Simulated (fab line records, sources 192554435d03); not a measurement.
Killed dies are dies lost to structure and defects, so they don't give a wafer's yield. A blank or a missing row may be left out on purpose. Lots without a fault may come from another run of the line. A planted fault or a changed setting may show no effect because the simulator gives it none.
A struck lot beside a sound one | flow n5_finfet | 36 steps out of a route of 1938
Sound: wafers L652.1, L652.2, L652.5. Struck: wafers L655.2, L655.6. (L655.5 of the same lot was not struck and is left out.) The cause comes at the end.
At each step with rows: each side's tool, then ch and its chambers, then its first start. Under that, the readings that differ: sound wafers | struck wafers | difference of the means | sigmas: that difference in standard deviations of wafers without a fault.
alike: readings whose means differ by less than 2 such deviations, and words and numbers that are the same on both sides. not compared: withheld readings, readings that some wafer has no value for, bounds like >300 that may hide the same value, and numbers for which the record gives no deviation and whose values overlap.
The two part at a step that has a row with sigmas, a row that says differs or no value, or rows on one side only. Numbers that don't overlap but have no deviation are shown without sigmas and don't part them. A reading that every wafer of one side lacks parts them only if that side has two wafers or more.

first, 1 step without rows for these wafers: N5_BEOL_M0_CVD_115 (deposits Co from CCTBA/H2, time 120 s).
N5_BEOL_M0_SPUTTER_116: material Cu, target thk 4 nm, time 7.37 s.
  sound on pvd_sputter-01, day 6 16:50; struck on pvd_sputter-02, day 7 07:45
  alike: throttle_valve_pct
N5_BEOL_M0_ANNEAL_117: time 60 s.
  sound on pvd_sputter-01, day 6 16:55; struck on pvd_sputter-02, day 7 07:50
  alike: heater_power_w
then, 2 steps without rows for these wafers: N5_BEOL_M0_SPUTTER_132 (material Cu, target thk 4 nm, time 7.37 s); N5_BEOL_M0_ANNEAL_133 (time 60 s).
N5_BEOL_M0_SPUTTER_134: material Cu, target thk 4 nm, time 7.37 s.
  sound on pvd_sputter-01, day 6 17:04; struck on pvd_sputter-02, day 7 07:59
  alike: throttle_valve_pct
then, 1 step without rows for these wafers: N5_BEOL_M0_ANNEAL_135 (time 60 s).
N5_BEOL_M0_SPUTTER_141: material Cu, target thk 4 nm, time 7.37 s.
  sound on pvd_sputter-01, day 6 17:11; struck on pvd_sputter-02, day 7 08:07
  alike: throttle_valve_pct
then, 3 steps without rows for these wafers: N5_BEOL_M0_ECD_118 (material Cu, target thk 300 nm); N5_BEOL_M0_ANNEAL_119 (time 90 s); N5_BEOL_M0_CMP_120 (polishes, stops on SiOC, t overpolish 6.9 s).
N5_BEOL_M0_PRE_CLEAN_131: time 15 s.
  sound on cvd_co-02 ch 0,2, day 6 18:07; struck on cvd_co-02 ch 1, day 7 08:56
  alike: heater_power_w
then, 3 steps without rows for these wafers: N5_BEOL_M0_CO_CAP_123 (material Co, precursor CCTBA/H2, target thk 2 nm, time 102.1 s); N5_BEOL_M0_PRE_CLEAN_124 (time 15 s); N5_BEOL_M0_DEP_125 (deposits SiCN from 3MS/NH3, target thk 8 nm, time 14 s).
N5_BEOL_M0_RS_MEAS_126: measures by four-point-probe.
  sound on film_metro-01, day 6 18:20; struck on film_metro-02, day 7 09:11
  alike: M0_RS
N5_BEOL_M0_INSPECT_127: inspects for defects (darkfield).
  sound on defect_inspect-02, day 6 18:22; struck on defect_inspect-02, day 7 09:13
  reading          | sound       | struck  | difference | sigmas
  raw_defect_count | 129 107 101 | 782 758 | +658       | +35
then, 1 step without rows for these wafers: N5_BEOL_M1_ILD_DEP_00 (deposits SiOC from DEMS/O2, target thk 79 nm, time 15.3 s).
N5_BEOL_M1_THK_MEAS_01:
  sound on film_metro-01, day 6 18:28; struck on film_metro-01, day 7 09:19
  alike: M1_ILD_THK
then, 1 step without rows for these wafers: N5_BEOL_M1_PECVD_72 (deposits SiO2 from TEOS/O2, target thk 16 nm, time 18 s).
N5_BEOL_M1_HM_DEP_02: deposits TiN, target thk 20 nm.
  sound on pvd_sputter-02, day 6 18:34; struck on pvd_sputter-01, day 7 09:55
  alike: throttle_valve_pct
then, 9 steps without rows for these wafers: N5_BEOL_M1_COAT_61 (time 60 s, resist thk 60 nm); N5_BEOL_M1_COAT_62 (time 60 s, resist thk 12 nm); N5_BEOL_M1_COAT_73 (time 60 s, resist thk 5 nm); N5_BEOL_M1_COAT_05 (resist thk 30 nm); N5_BEOL_M1_EBR_07; N5_BEOL_M1_SOFTBAKE_06 (time 60 s); N5_BEOL_M1_EXPOSE_08 (exposes mask M1); N5_BEOL_M1_PEB_09 (peb time 60 s); N5_BEOL_M1_DEVELOP_10 (develop time 30 s).
N5_BEOL_M1_CD_MEAS_11: target cd 17.05 nm.
  sound on cd_sem-02 ch 0, day 6 19:05; struck on cd_sem-01 ch 0, day 7 10:22
  alike: cd_nm
N5_BEOL_M1_OVL_MEAS_12:
  sound on overlay-02 ch 0, day 6 19:07; struck on overlay-02 ch 0, day 7 10:24
  alike: M1_OVL
N5_BEOL_M1_INSPECT_13: inspects for defects (brightfield).
  sound on defect_inspect-02, day 6 19:10; struck on defect_inspect-01, day 7 10:27
  reading          | sound       | struck   | difference | sigmas
  raw_defect_count | 475 459 316 | 1081 960 | +604       | +7
then, 1 step without rows for these wafers: N5_BEOL_M1_DESCUM_16 (chemistry O2, time 7 s).
N5_BEOL_M4_RC_MEAS_101:
  sound on prober-02 ch 0, day 8 17:53; struck on prober-01 ch 0, day 9 07:14
  alike: DIBL_N, DIBL_P, IOFF_N, IOFF_P, ION_N, ION_P, SS_N, SS_P, VT_N, VT_P
-- the record jumps here: 5 days lie between the struck wafers' starts before and after (it left off in module BEOL_M4 and takes up again in module PASSIVATION, whose first step shown is number 1936 of the route) --
N5_PASSIVATION_PROBE_49:
  the record has rows for the struck wafers here (prober-01, day 13 22:50) and none for the sound ones

WHERE THEY PART
First at N5_BEOL_M0_INSPECT_127; last, within this record, at N5_PASSIVATION_PROBE_49.

WHY: what the simulator had put in
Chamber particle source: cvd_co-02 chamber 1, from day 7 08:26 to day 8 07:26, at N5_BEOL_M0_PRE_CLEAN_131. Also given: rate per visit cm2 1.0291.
